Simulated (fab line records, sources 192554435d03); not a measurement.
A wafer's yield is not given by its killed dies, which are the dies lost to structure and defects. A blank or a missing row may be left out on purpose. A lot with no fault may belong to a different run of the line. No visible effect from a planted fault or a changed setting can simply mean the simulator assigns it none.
Split-lot experiment / flow n5Finfet / route with 1938 steps; 7 lots, 21 wafers read

## THE SPLIT
At N5_BEOL_M5_ILD_DEP_00 (deposits SiCOH lowk from DEMS/porogen, target thk 140.64 nm, time 25.9 s), the setting timeS was moved away from the recipe's 25.9 s on 7 of the 21 wafers read, by -7.1% to +13.5%. All remaining wafers had this setting at the recipe value.

## FROM THE SPLIT ON TO THE READING: in between, the file shows 1 step
- N5_BEOL_M5_CURE_79: cures SiCOH lowk, time 240 s

## THE READING
M5_ILD_THK, in nm, at N5_BEOL_M5_THK_MEAS_01. Typical for fault-free wafers on this fab line: 120.7 nm, with standard deviation 1.8 nm.

wafer=L078.4; tool, chamber at the split=pecvd-04, 0; timeS as run, s=25.9; against the recipe=recipe; M5_ILD_THK, nm=122.5; against lot-mates on the recipe=-
wafer=L078.5; tool, chamber at the split=pecvd-04, 2; timeS as run, s=25.9; against the recipe=recipe; M5_ILD_THK, nm=123.0; against lot-mates on the recipe=-
wafer=L078.6; tool, chamber at the split=pecvd-04, 1; timeS as run, s=27.77; against the recipe=+7.2%; M5_ILD_THK, nm=132.2; against lot-mates on the recipe=+9.4
wafer=L081.1; tool, chamber at the split=pecvd-02, 0; timeS as run, s=25.9; against the recipe=recipe; M5_ILD_THK, nm=117.9; against lot-mates on the recipe=-
wafer=L081.3; tool, chamber at the split=pecvd-02, 2; timeS as run, s=25.9; against the recipe=recipe; M5_ILD_THK, nm=116.9; against lot-mates on the recipe=-
wafer=L081.5; tool, chamber at the split=pecvd-02, 2; timeS as run, s=24.66; against the recipe=-4.8%; M5_ILD_THK, nm=115.5; against lot-mates on the recipe=-1.9
wafer=L080.1; tool, chamber at the split=pecvd-01, 1; timeS as run, s=29.4; against the recipe=+13.5%; M5_ILD_THK, nm=136.2; against lot-mates on the recipe=+17.5
wafer=L080.2; tool, chamber at the split=pecvd-01, 0; timeS as run, s=25.9; against the recipe=recipe; M5_ILD_THK, nm=118.7; against lot-mates on the recipe=-
wafer=L080.6; tool, chamber at the split=pecvd-01, 0; timeS as run, s=29.4; against the recipe=+13.5%; M5_ILD_THK, nm=137.7; against lot-mates on the recipe=+19.0
wafer=L083.1; tool, chamber at the split=pecvd-01, 0; timeS as run, s=25.9; against the recipe=recipe; M5_ILD_THK, nm=120.2; against lot-mates on the recipe=-
wafer=L083.2; tool, chamber at the split=pecvd-01, 1; timeS as run, s=24.1; against the recipe=-6.9%; M5_ILD_THK, nm=114.5; against lot-mates on the recipe=-5.5
wafer=L083.4; tool, chamber at the split=pecvd-01, 2; timeS as run, s=25.9; against the recipe=recipe; M5_ILD_THK, nm=119.7; against lot-mates on the recipe=-
wafer=L084.2; tool, chamber at the split=pecvd-02, 0; timeS as run, s=25.9; against the recipe=recipe; M5_ILD_THK, nm=117.8; against lot-mates on the recipe=-
wafer=L084.5; tool, chamber at the split=pecvd-02, 1; timeS as run, s=25.9; against the recipe=recipe; M5_ILD_THK, nm=123.7; against lot-mates on the recipe=-
wafer=L084.6; tool, chamber at the split=pecvd-02, 2; timeS as run, s=25.9; against the recipe=recipe; M5_ILD_THK, nm=120.3; against lot-mates on the recipe=-
wafer=L088.1; tool, chamber at the split=pecvd-01, 2; timeS as run, s=24.05; against the recipe=-7.1%; M5_ILD_THK, nm=110.5; against lot-mates on the recipe=-10.4
wafer=L088.3; tool, chamber at the split=pecvd-01, 1; timeS as run, s=25.9; against the recipe=recipe; M5_ILD_THK, nm=120.9; against lot-mates on the recipe=-
wafer=L088.4; tool, chamber at the split=pecvd-01, 1; timeS as run, s=24.05; against the recipe=-7.1%; M5_ILD_THK, nm=114.8; against lot-mates on the recipe=-6.1
wafer=L091.1; tool, chamber at the split=pecvd-04, 2; timeS as run, s=25.9; against the recipe=recipe; M5_ILD_THK, nm=119.7; against lot-mates on the recipe=-
wafer=L091.4; tool, chamber at the split=pecvd-04, 0; timeS as run, s=25.9; against the recipe=recipe; M5_ILD_THK, nm=120.6; against lot-mates on the recipe=-
wafer=L091.6; tool, chamber at the split=pecvd-04, 2; timeS as run, s=25.9; against the recipe=recipe; M5_ILD_THK, nm=122.1; against lot-mates on the recipe=-

THE FIT
A straight line over all 21 wafers: M5_ILD_THK changes by +1.19 nm for each +1% of timeS; r = +0.96; the points scatter about the line by 2.1 nm.
The same after taking each lot's own level away (the mean of its wafers on the recipe; 21 wafers): +1.22 nm for each +1%; r = +0.97; scatter 1.7 nm.
According to that fit, moving timeS by its largest amount changes the reading by 17 nm.
Measured against the standard deviation above, the lots' own levels, which go from 117.40 to 122.75 nm, span 3.0 times it.
Hence the lot-to-lot level has little effect on the slope; both slopes agree.
Check: with one of the wafers moved furthest among these (+13.5%) left out of the fit, the line predicts +16.9 nm for it against its lot-mates. Against them it came out at +17.5 nm.

## OTHER SPLITS APPLIED TO THESE WAFERS
These wafers also went through other splits before the reading. Each is held against what the fit with the lots' levels taken away leaves over:
other split on the same wafers=N5_BEOL_M2_COAT_73 spinRpm; wafers away from the commonest value=6; r with M5_ILD_THK (lot level and that fit taken away)=+0.11
other split on the same wafers=N5_BEOL_M3_EXPOSE_25 doseMj; wafers away from the commonest value=7; r with M5_ILD_THK (lot level and that fit taken away)=-0.06
other split on the same wafers=N5_BEOL_M4_COAT_05 spinRpm; wafers away from the commonest value=8; r with M5_ILD_THK (lot level and that fit taken away)=-0.16

## THE WHOLE CHAIN: every reading that the file lists as answering this split, in the file's order
step=N5_BEOL_M5_ILD_DEP_00; what it does=deposits SiCOH lowk from DEMS/porogen, target thk 140.64 nm, time 25.9 s; reading=SiCOH_lowk_of_BEOL_M5_ILD_DEP_00.thkNm (the simulator's own value, which no gauge read); change (the file's fit)=+1.35 nm for each +1% of the setting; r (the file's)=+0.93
step=N5_BEOL_M5_CURE_79; what it does=cures SiCOH lowk, time 240 s; reading=SiCOH_lowk_of_BEOL_M5_ILD_DEP_00.thkNm (the simulator's own value, which no gauge read); change (the file's fit)=+1.17 nm for each +1% of the setting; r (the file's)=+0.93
step=N5_BEOL_M5_THK_MEAS_01; what it does=; reading=M5_ILD_THK; change (the file's fit)=+1.18 for each +1% of the setting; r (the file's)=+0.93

## THE FILE'S OWN FIT
M5_ILD_THK changes by +1.18 nm for each +1% of timeS, r = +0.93.
